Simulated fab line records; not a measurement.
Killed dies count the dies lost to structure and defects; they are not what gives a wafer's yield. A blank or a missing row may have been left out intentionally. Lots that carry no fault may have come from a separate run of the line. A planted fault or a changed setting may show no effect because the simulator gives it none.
Chamber matching || flow n5 finfet || N5_BEOL_M3_STRIP_36 on rie diel-06: 3 sister chambers
The step strips in N2/H2. 3 wafers are shown with their chamber, then 7 later ones without.

== WAFERS PAIRED WITH THEIR CHAMBERS ==
{"wafer": "L083.6", "chamber": 0, "showerhead plenum p Torr (Torr)": 2.61}
{"wafer": "L087.3", "chamber": 3, "showerhead plenum p Torr (Torr)": 2.57}
{"wafer": "L087.4", "chamber": 2, "showerhead plenum p Torr (Torr)": 2.42}

== WAFERS MISSING THEIR CHAMBER ==
{"wafer": "L087.6", "showerhead plenum p Torr (Torr)": 2.60}
{"wafer": "L090.2", "showerhead plenum p Torr (Torr)": 2.42}
{"wafer": "L090.4", "showerhead plenum p Torr (Torr)": 2.56}
{"wafer": "L090.5", "showerhead plenum p Torr (Torr)": 2.42}
{"wafer": "L093.3", "showerhead plenum p Torr (Torr)": 2.60}
{"wafer": "L093.5", "showerhead plenum p Torr (Torr)": 2.42}
{"wafer": "L093.6", "showerhead plenum p Torr (Torr)": 2.56}

== WHICH CHAMBER EACH ONE RAN IN ==
{"wafer": "L087.6", "from the rows above": 0, "in truth": 0}
{"wafer": "L090.2", "from the rows above": 2, "in truth": 2}
{"wafer": "L090.4", "from the rows above": 3, "in truth": 3}
{"wafer": "L090.5", "from the rows above": 2, "in truth": 2}
{"wafer": "L093.3", "from the rows above": 0, "in truth": 0}
{"wafer": "L093.5", "from the rows above": 2, "in truth": 2}
{"wafer": "L093.6", "from the rows above": 3, "in truth": 3}
7 of 7 placed correctly. From these rows, 0 cannot be placed. Wrongly placed: 0.
How it was worked out, from the rows above alone: a wafer's distance from a chamber is the root of the sum, over the readings, of the square of ((its reading less the chamber's mean) divided by the reading's scatter). If the next closest chamber is less than 2 further off than the closest, the wafer can't be placed; otherwise it belongs to the closest. A chamber's mean is the mean of its shown wafers. The scatter: with one shown wafer a chamber, the root of the mean of the squares of how far each hidden wafer lies from its nearest shown one.
